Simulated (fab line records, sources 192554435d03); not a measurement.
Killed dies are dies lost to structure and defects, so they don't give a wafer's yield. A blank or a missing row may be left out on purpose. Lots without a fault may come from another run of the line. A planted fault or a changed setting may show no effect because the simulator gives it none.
Chamber matching | flow n5_finfet | N5_BEOL_M8_CMP_52 on cmp-01: 4 sister chambers
The step polishes, stops on SiCOH lowk, t overpolish 6.9 s, target thk 80 nm. 8 wafers are shown with their chamber, then 7 later ones without.

WAFERS WITH THEIR CHAMBER
wafer  | chamber | motor_current_A (A) | retaining_ring_pressure_frac
L082.5 | 0       | 6.8                 | 1.000
L080.5 | 0       | 6.2                 | 1.002
L080.6 | 1       | 7.2                 | 1.010
L083.1 | 3       | 6.4                 | 0.998
L083.3 | 2       | 8.1                 | 0.999
L083.4 | 1       | 7.3                 | 1.005
L086.3 | 2       | 8.4                 | 1.002
L086.4 | 3       | 6.1                 | 1.002

WAFERS WITHOUT THEIR CHAMBER
wafer  | motor_current_A (A) | retaining_ring_pressure_frac
L086.5 | 7.1                 | 0.995
L097.2 | 6.9                 | 0.999
L097.4 | 7.4                 | 0.998
L097.5 | 6.8                 | 1.000
L095.2 | 7.7                 | 0.994
L095.3 | 6.4                 | 0.998
L095.4 | 6.6                 | 1.000

WHICH CHAMBER EACH WENT THROUGH
wafer  | from the rows above               | in truth
L086.5 | can't be placed: 0 or 3 or 1 or 2 | 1
L097.2 | can't be placed: 0 or 3 or 1      | 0
L097.4 | can't be placed: 2 or 0 or 1 or 3 | 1
L097.5 | can't be placed: 0 or 3           | 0
L095.2 | 2                                 | 2
L095.3 | can't be placed: 3 or 0           | 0
L095.4 | can't be placed: 0 or 3           | 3
Placed correctly: 1 of 7. Can't be placed from these rows: 6 (the true chamber is among the candidates in 6). Placed wrongly: 0.
How it was worked out, from the rows above alone: a wafer's distance from a chamber is the root of the sum, over the readings, of the square of ((its reading less the chamber's mean) divided by the reading's scatter). The wafer belongs to the nearest chamber; if the next one is less than 2 further off, it can't be placed. A chamber's mean is the mean of its shown wafers. The scatter: the root of (the sum of the squares of (reading less its chamber's mean) over the shown wafers, divided by (wafers less chambers)).
